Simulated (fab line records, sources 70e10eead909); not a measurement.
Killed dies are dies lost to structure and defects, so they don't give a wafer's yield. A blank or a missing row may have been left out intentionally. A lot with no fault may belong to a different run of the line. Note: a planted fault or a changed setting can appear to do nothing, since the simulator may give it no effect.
The tool behind it: which one?	flow nand_harc	72 wafers from 24 lots sampled at 6 of the route's 1302 steps

== WHAT THE GAUGES READ, wafer by wafer ==
Not one reading of a measure or inspect step in the record can be checked against a usual standard deviation.

== EACH LOT AND THE TOOL THAT RAN IT (in order: tool; ch and the chambers of the sampled wafers; start) ==
lot	NHARC_A_STAIRCASE_ETCH_227	NHARC_A_STAIRCASE_TRIM_235	NHARC_A_STAIRCASE_HM_DEP_459	NHARC_A_STAIRCASE_DEP_280	NHARC_A_STAIRCASE_HM_OPEN_463	NHARC_A_STAIRCASE_DEP_417
L075	rie_diel-13 ch 0,2, day 16 12:55 or earlier	rie_diel-13 ch 1,2, day 16 12:55 or earlier	acl_dep-03 ch 0, day 16 12:55	pecvd-04 ch 0,1,2, day 16 14:28	rie_diel-04 ch 0,1,2, day 17 09:08 or earlier	pecvd-04 ch 0,1,2, day 17 09:08
L074	rie_diel-04 ch 0,1,2, day 17 00:28 or earlier	rie_diel-02 ch 1,3, day 17 00:28 or earlier	acl_dep-02 ch 0, day 17 00:28	pecvd-01 ch 0,1,2, day 17 02:20	rie_diel-13 ch 0,1, day 17 16:32 or earlier	pecvd-01 ch 0,1,2, day 17 16:32
L076	rie_diel-02 ch 0,1,2, day 17 10:17 or earlier	rie_diel-13 ch 0,1, day 17 10:17 or earlier	acl_dep-03 ch 0, day 17 10:17	pecvd-04 ch 0,1,2, day 17 11:19	rie_diel-04 ch 0,1,3, day 17 22:07 or earlier	pecvd-04 ch 0,1,2, day 17 22:07
L077	rie_diel-04 ch 0,2,3, day 18 03:46 or earlier	rie_diel-13 ch 1,2,3, day 18 03:46 or earlier	acl_dep-03 ch 0, day 18 03:46	pecvd-01 ch 0,1,2, day 18 05:41	rie_diel-13 ch 0,1, day 18 17:49 or earlier	pecvd-01 ch 0,1, day 18 17:49
L078	rie_diel-13 ch 2,3, day 18 08:51 or earlier	rie_diel-13 ch 0,1,3, day 18 08:51 or earlier	acl_dep-02 ch 0, day 18 08:51	pecvd-01 ch 0,1,2, day 18 10:43	rie_diel-02 ch 0,1, day 18 21:11 or earlier	pecvd-03 ch 0,1, day 18 21:11
L079	rie_diel-02 ch 0,1, day 18 23:23 or earlier	rie_diel-02 ch 0,1,3, day 18 23:23 or earlier	acl_dep-03 ch 0, day 18 23:23	pecvd-01 ch 0,1,2, day 19 01:14	rie_diel-04 ch 0,1,3, day 19 14:35 or earlier	pecvd-04 ch 0,1,2, day 19 14:35
L080	rie_diel-13 ch 0,1,3, day 19 05:04 or earlier	rie_diel-04 ch 0,1,2, day 19 05:04 or earlier	acl_dep-01 ch 0, day 19 05:04	pecvd-03 ch 0,1,2, day 19 06:05	rie_diel-13 ch 0,2,3, day 19 17:14 or earlier	pecvd-04 ch 0,1,2, day 19 17:14
L082	rie_diel-04 ch 0,3, day 19 21:46 or earlier	rie_diel-13 ch 0,2, day 19 21:46 or earlier	acl_dep-03 ch 0, day 19 21:46	pecvd-01 ch 0,1, day 19 23:38	rie_diel-02 ch 1,2, day 20 12:38 or earlier	pecvd-04 ch 1,2, day 20 12:38
L081	rie_diel-04 ch 0,3, day 20 07:52 or earlier	rie_diel-04 ch 0,1,3, day 20 07:52 or earlier	acl_dep-01 ch 0, day 20 07:52	pecvd-03 ch 1,2, day 20 09:47	rie_diel-13 ch 2,3, day 20 22:04 or earlier	pecvd-03 ch 0,1,2, day 20 22:04
L083	rie_diel-02 ch 1,2,3, day 20 12:12 or earlier	rie_diel-02 ch 0,1,2, day 20 12:12 or earlier	acl_dep-01 ch 0, day 20 12:12	pecvd-03 ch 1,2, day 20 13:43	rie_diel-04 ch 0,2,3, day 20 23:50 or earlier	pecvd-01 ch 1,2, day 20 23:50
L084	rie_diel-04 ch 0,1,3, day 21 04:34 or earlier	rie_diel-13 ch 0,1,3, day 21 04:34 or earlier	acl_dep-02 ch 0, day 21 04:34	pecvd-04 ch 0,2, day 21 06:26	rie_diel-13 ch 0,1, day 21 17:52 or earlier	pecvd-03 ch 1,2, day 21 17:52
L085	rie_diel-13 ch 2,3, day 21 12:51 or earlier	rie_diel-13 ch 0,3, day 21 12:51 or earlier	acl_dep-02 ch 0, day 21 12:51	pecvd-04 ch 1,2, day 21 14:25	rie_diel-04 ch 1,2,3, day 22 01:04 or earlier	pecvd-04 ch 0,1, day 22 01:04
L086	rie_diel-13 ch 2,3, day 21 15:02 or earlier	rie_diel-04 ch 0,2, day 21 15:02 or earlier	acl_dep-02 ch 0, day 21 15:02	pecvd-03 ch 1,2, day 21 17:01	rie_diel-02 ch 2,3, day 22 07:02 or earlier	pecvd-04 ch 1,2, day 22 07:02
L087	rie_diel-04 ch 1,2, day 21 17:40 or earlier	rie_diel-04 ch 0,3, day 21 17:40 or earlier	acl_dep-03 ch 0, day 21 17:40	pecvd-04 ch 1,2, day 21 19:35	rie_diel-02 ch 0,3, day 22 09:38 or earlier	pecvd-01 ch 0,1, day 22 09:38
L089	rie_diel-13 ch 0,2,3, day 22 12:33 or earlier	rie_diel-04 ch 2,3, day 22 12:33 or earlier	acl_dep-02 ch 0, day 22 12:33	pecvd-04 ch 0,1,2, day 22 14:07	rie_diel-04 ch 0,2,3, day 23 00:55 or earlier	pecvd-01 ch 1,2, day 23 00:55
L088	rie_diel-13 ch 0,2,3, day 22 16:01 or earlier	rie_diel-13 ch 0,2,3, day 22 16:01 or earlier	acl_dep-02 ch 0, day 22 16:01	pecvd-03 ch 0,1,2, day 22 17:54	rie_diel-02 ch 1,2,3, day 23 05:30 or earlier	pecvd-01 ch 1,2, day 23 05:30
L091	rie_diel-04 ch 0,2, day 23 11:08 or earlier	rie_diel-13 ch 0,1,2, day 23 11:08 or earlier	acl_dep-03 ch 0, day 23 11:08	pecvd-01 ch 0,1, day 23 13:04	rie_diel-02 ch 0,2, day 23 23:34 or earlier	pecvd-01 ch 1,2, day 23 23:34
L090	rie_diel-13 ch 1,2, day 23 21:11 or earlier	rie_diel-13 ch 1,3, day 23 21:11 or earlier	acl_dep-03 ch 0, day 23 21:11	pecvd-01 ch 0,1,2, day 23 23:10	rie_diel-04 ch 0,1, day 24 10:02 or earlier	pecvd-03 ch 0,1,2, day 24 10:02
L092	rie_diel-02 ch 1,2,3, day 23 18:52 or earlier	rie_diel-02 ch 0,1,2, day 23 18:52 or earlier	acl_dep-01 ch 0, day 23 18:52	pecvd-01 ch 0,1,2, day 23 20:47	rie_diel-13 ch 0,1,3, day 24 07:46 or earlier	pecvd-04 ch 0,1, day 24 07:46
L093	rie_diel-04 ch 0,2,3, day 24 05:05 or earlier	rie_diel-13 ch 1,3, day 24 05:05 or earlier	acl_dep-02 ch 0, day 24 05:05	pecvd-04 ch 0, day 24 06:43	rie_diel-04 ch 0,1, day 24 17:51 or earlier	pecvd-04 ch 0,1, day 24 17:51
L094	rie_diel-13 ch 0,2, day 25 02:34 or earlier	rie_diel-02 ch 1,3, day 25 02:34 or earlier	acl_dep-03 ch 0, day 25 02:34	pecvd-01 ch 0,1,2, day 25 04:08	rie_diel-02 ch 0,2,3, day 25 14:46 or earlier	pecvd-01 ch 0,1,2, day 25 14:46
L096	rie_diel-04 ch 1,3, day 25 17:42 or earlier	rie_diel-02 ch 2,3, day 25 17:42 or earlier	acl_dep-02 ch 0, day 25 17:42	pecvd-01 ch 0,1,2, day 25 19:16	rie_diel-02 ch 1,3, day 26 07:23 or earlier	pecvd-04 ch 0,2, day 26 07:23
L095	rie_diel-04 ch 0,1,2, day 25 18:55 or earlier	rie_diel-04 ch 0,1, day 25 18:55 or earlier	acl_dep-01 ch 0, day 25 18:55	pecvd-03 ch 0,2, day 25 20:15	rie_diel-13 ch 0,1, day 26 07:31 or earlier	pecvd-01 ch 1,2, day 26 07:31
L097	rie_diel-04 ch 0,2, day 26 01:26 or earlier	rie_diel-04 ch 1,2,3, day 26 01:26 or earlier	acl_dep-01 ch 0, day 26 01:26	pecvd-04 ch 0,2, day 26 03:01	rie_diel-04 ch 0,1,3, day 26 18:31 or earlier	pecvd-01 ch 0,1, day 26 18:31
- NHARC_A_STAIRCASE_ETCH_227: etches the open film in C4F8/O2, target depth 100 nm, time 40.5 s.
- NHARC_A_STAIRCASE_TRIM_235: chemistry O2, time 211.2 s.
- NHARC_A_STAIRCASE_HM_DEP_459: deposits aC, target thk 1500 nm.
- NHARC_A_STAIRCASE_DEP_280: deposits SiON, target thk 30 nm.
- NHARC_A_STAIRCASE_HM_OPEN_463: chemistry O2/COS.
- NHARC_A_STAIRCASE_DEP_417: deposits Si3N4, target thk 60 nm.

== AS READ BY THE TOOLS THEMSELVES (means over the sampled wafers that have a number; for cases with no such wafer, the mark the record gives instead) ==
NHARC_A_STAIRCASE_ETCH_227. Usual: chamber_pressure_mTorr 25.001 mTorr, standard deviation 0.022; oes_product_au 0.947 a.u., standard deviation 0.013; rf_vpp_V 898 V, standard deviation 4.5.
lot	tool	chamber_pressure_mTorr (mTorr)	oes_product_au (a.u.)	rf_vpp_V (V)	flag
L075	rie_diel-13	24.974	0.949	892	
L074	rie_diel-04	25.015	0.961	899	
L076	rie_diel-02	24.997	0.944	899	
L077	rie_diel-04	25.004	0.956	898	
L078	rie_diel-13	25.011	0.941	892	
L079	rie_diel-02	24.995	0.940	894	
L080	rie_diel-13	24.995	0.934	899	
L082	rie_diel-04	25.002	0.935	899	
L081	rie_diel-04	25.003	0.964	899	
L083	rie_diel-02	25.006	0.945	895	
L084	rie_diel-04	24.990	0.938	899	
L085	rie_diel-13	25.003	0.942	891	
L086	rie_diel-13	25.004	0.950	893	
L087	rie_diel-04	25.005	0.941	899	
L089	rie_diel-13	25.019	0.947	893	
L088	rie_diel-13	25.014	0.955	893	
L091	rie_diel-04	25.007	0.948	898	
L090	rie_diel-13	25.007	0.944	898	
L092	rie_diel-02	24.995	0.949	894	
L093	rie_diel-04	25.006	0.953	899	
L094	rie_diel-13	25.004	0.943	893	
L096	rie_diel-04	24.997	0.966	899	
L095	rie_diel-04	25.006	0.968	897	
L097	rie_diel-04	24.991	0.963	897	

NHARC_A_STAIRCASE_TRIM_235. Usual: chamber_pressure_mTorr 59.99 mTorr (standard deviation 0.061); drypump_motor_current_A 5.9 A (standard deviation 0.61); mfc_ar_sccm 0.020 sccm (standard deviation 0.0096); oes_product_au 1.005 a.u. (standard deviation 0.013); rf_vpp_V 57.8 V (standard deviation 0.89); showerhead_plenum_p_Torr 3.57 Torr (standard deviation 0.14); throttle_valve_pct 17.037 % (standard deviation 0.0092).
lot	tool	chamber_pressure_mTorr (mTorr)	drypump_motor_current_A (A)	mfc_ar_sccm (sccm)	oes_product_au (a.u.)	rf_vpp_V (V)	showerhead_plenum_p_Torr (Torr)	throttle_valve_pct (%)	flag
L075	rie_diel-13	60.00	6.0	0.026	0.995	57.8	3.65	17.038	
L074	rie_diel-02	59.96	6.7	0.022	1.016	57.2	3.46	17.041	
L076	rie_diel-13	60.00	6.1	0.028	1.001	58.4	3.69	17.039	
L077	rie_diel-13	59.99	5.8	0.020	0.993	58.1	3.55	17.038	
L078	rie_diel-13	60.06	5.9	0.022	0.990	57.7	3.60	17.044	
L079	rie_diel-02	60.01	6.6	0.013	1.007	57.8	3.54	17.041	
L080	rie_diel-04	60.00	5.6	0.022	0.998	57.9	3.60	17.033	
L082	rie_diel-13	59.99	5.2	0.021	1.010	57.3	3.46	17.028	
L081	rie_diel-04	59.97	5.8	0.022	1.015	58.2	3.63	17.033	
L083	rie_diel-02	59.97	6.4	0.004	1.005	57.8	3.60	17.031	
L084	rie_diel-13	60.02	5.9	0.022	1.001	58.2	3.59	17.036	
L085	rie_diel-13	60.05	5.6	0.020	0.996	57.4	3.50	17.032	
L086	rie_diel-04	59.92	5.3	0.028	1.018	57.4	3.56	17.035	
L087	rie_diel-04	59.99	5.7	0.027	1.009	58.5	3.63	17.034	
L089	rie_diel-04	60.02	5.4	0.027	1.003	57.3	3.61	17.043	
L088	rie_diel-13	59.93	5.4	0.017	1.010	57.7	3.45	17.046	
L091	rie_diel-13	60.02	5.6	0.023	0.998	57.5	3.53	17.039	
L090	rie_diel-13	60.00	6.3	0.025	0.996	58.2	3.66	17.036	
L092	rie_diel-02	60.00	6.4	0.004	1.003	57.7	3.59	17.039	
L093	rie_diel-13	59.99	6.3	0.025	0.996	58.1	3.66	17.030	
L094	rie_diel-02	60.03	6.7	0.022	1.011	57.7	3.43	17.047	
L096	rie_diel-02	60.04	6.5	0.017	0.992	58.2	3.56	17.041	
L095	rie_diel-04	60.03	5.9	0.022	1.033	57.5	3.59	17.041	
L097	rie_diel-04	59.98	5.5	0.022	1.016	57.4	3.58	17.036	

NHARC_A_STAIRCASE_HM_DEP_459. Usual: throttle_valve_pct at 35.000 %, with a standard deviation of 0.0091.
lot	tool	throttle_valve_pct (%)	flag
L075	acl_dep-03	34.999	
L074	acl_dep-02	35.001	
L076	acl_dep-03	34.990	
L077	acl_dep-03	35.002	
L078	acl_dep-02	35.001	
L079	acl_dep-03	35.014	
L080	acl_dep-01	34.998	
L082	acl_dep-03	34.996	
L081	acl_dep-01	35.005	
L083	acl_dep-01	34.995	
L084	acl_dep-02	34.998	
L085	acl_dep-02	34.994	
L086	acl_dep-02	34.999	
L087	acl_dep-03	34.996	
L089	acl_dep-02	35.007	
L088	acl_dep-02	35.006	
L091	acl_dep-03	34.996	
L090	acl_dep-03	34.994	
L092	acl_dep-01	34.998	
L093	acl_dep-02	35.003	
L094	acl_dep-03	34.993	
L096	acl_dep-02	34.993	
L095	acl_dep-01	34.995	
L097	acl_dep-01	34.999	

NHARC_A_STAIRCASE_DEP_280. Usual: heater_power_w 763 W, standard deviation 92; showerhead_vpp_V 1149 V, standard deviation 53.
lot	tool	heater_power_w (W)	showerhead_vpp_V (V)	flag
L075	pecvd-04	733	1119	
L074	pecvd-01	797	1154	
L076	pecvd-04	715	1117	
L077	pecvd-01	805	1148	
L078	pecvd-01	754	1151	
L079	pecvd-01	779	1134	
L080	pecvd-03	796	1186	
L082	pecvd-01	760	1111	
L081	pecvd-03	814	1190	
L083	pecvd-03	795	1237	
L084	pecvd-04	764	1133	
L085	pecvd-04	771	1138	
L086	pecvd-03	805	1187	
L087	pecvd-04	760	1134	
L089	pecvd-04	706	1114	
L088	pecvd-03	761	1184	
L091	pecvd-01	701	1159	
L090	pecvd-01	806	1144	
L092	pecvd-01	806	1154	
L093	pecvd-04	714	1066	
L094	pecvd-01	795	1155	
L096	pecvd-01	822	1156	
L095	pecvd-03	694	1178	
L097	pecvd-04	743	1126	

NHARC_A_STAIRCASE_HM_OPEN_463. Usual: chamber_pressure_mTorr 20.000 mTorr (standard deviation 0.019); drypump_motor_current_A 6.0 A (standard deviation 0.57); mfc_ar_sccm 0.018 sccm (standard deviation 0.01); oes_product_au 1.006 a.u. (standard deviation 0.013); rf_vpp_V 468.0 V (standard deviation 2.6); showerhead_plenum_p_Torr 3.16 Torr (standard deviation 0.12); throttle_valve_pct 28.330 % (standard deviation 0.0087).
lot	tool	chamber_pressure_mTorr (mTorr)	drypump_motor_current_A (A)	mfc_ar_sccm (sccm)	oes_product_au (a.u.)	rf_vpp_V (V)	showerhead_plenum_p_Torr (Torr)	throttle_valve_pct (%)	flag
L075	rie_diel-04	19.996	5.6	0.022	1.005	468.8	3.20	28.331	
L074	rie_diel-13	20.013	6.1	0.028	1.009	469.0	3.26	28.328	
L076	rie_diel-04	19.989	5.8	0.022	1.007	469.0	3.22	28.325	
L077	rie_diel-13	20.009	5.7	0.026	0.990	468.7	3.18	28.330	
L078	rie_diel-02	19.999	6.6	0.009	0.994	466.4	3.07	28.330	
L079	rie_diel-04	19.990	5.8	0.022	1.010	469.3	3.22	28.326	
L080	rie_diel-13	19.998	5.4	0.017	1.003	465.9	3.06	28.327	
L082	rie_diel-02	20.014	6.4	0.009	0.997	465.0	3.06	28.334	
L081	rie_diel-13	20.006	5.6	0.014	1.007	466.2	3.06	28.319	
L083	rie_diel-04	20.001	5.5	0.027	1.014	468.3	3.19	28.338	
L084	rie_diel-13	19.992	6.1	0.028	0.999	470.3	3.25	28.333	
L085	rie_diel-04	20.005	5.5	0.022	1.008	468.2	3.19	28.334	
L086	rie_diel-02	20.000	6.2	0.009	1.013	469.7	3.22	28.330	
L087	rie_diel-02	20.012	6.6	0.009	1.005	470.5	3.25	28.330	
L089	rie_diel-04	19.983	5.5	0.027	1.018	468.8	3.18	28.332	
L088	rie_diel-02	19.990	6.4	0.013	1.002	467.1	3.10	28.331	
L091	rie_diel-02	20.008	6.2	0.000	0.998	470.2	3.29	28.327	
L090	rie_diel-04	19.994	5.8	0.017	1.029	468.6	3.19	28.331	
L092	rie_diel-13	20.019	5.9	0.022	1.002	467.8	3.16	28.336	
L093	rie_diel-04	20.000	5.9	0.017	1.028	469.1	3.19	28.327	
L094	rie_diel-02	20.013	6.5	0.009	0.994	470.1	3.22	28.334	
L096	rie_diel-02	19.983	6.6	0.017	0.995	464.3	2.97	28.338	
L095	rie_diel-13	19.990	6.1	0.028	1.012	469.4	3.23	28.337	
L097	rie_diel-04	19.979	5.8	0.022	1.017	468.1	3.19	28.328	

NHARC_A_STAIRCASE_DEP_417. Usual: heater_power_w 711 W, standard deviation 88; showerhead_vpp_V 1293 V, standard deviation 60.
lot	tool	heater_power_w (W)	showerhead_vpp_V (V)	flag
L075	pecvd-04	634	1275	
L074	pecvd-01	693	1306	
L076	pecvd-04	697	1269	
L077	pecvd-01	701	1259	
L078	pecvd-03	701	1349	
L079	pecvd-04	651	1257	
L080	pecvd-04	627	1264	
L082	pecvd-04	738	1296	
L081	pecvd-03	725	1368	
L083	pecvd-01	730	1340	
L084	pecvd-03	787	1375	
L085	pecvd-04	658	1233	
L086	pecvd-04	664	1278	
L087	pecvd-01	714	1305	
L089	pecvd-01	847	1345	
L088	pecvd-01	700	1349	
L091	pecvd-01	788	1348	
L090	pecvd-03	728	1362	
L092	pecvd-04	605	1235	
L093	pecvd-04	673	1249	
L094	pecvd-01	813	1303	
L096	pecvd-04	742	1275	
L095	pecvd-01	837	1341	
L097	pecvd-01	705	1264	

== THE ANSWER, worked out from the rows above alone ==
Rule: a lot counts as off when the mean over its wafers that have a number is more than 3 standard deviations away from the usual mean. Also off: a lot with no number at a reading for which 4 or more lots have one. All remaining lots with rows at the step are treated as sound. The gauges are gone through in route order, then the tools' own readings, and for those a lot's mean is taken as printed above. At the first step where some lot is off, the reading lying furthest off is the one used; lots without a number count as furthest.
Nothing can be told from this: no lot is off at any reading shown.

== WHAT THE SIMULATOR HAD PUT IN ==
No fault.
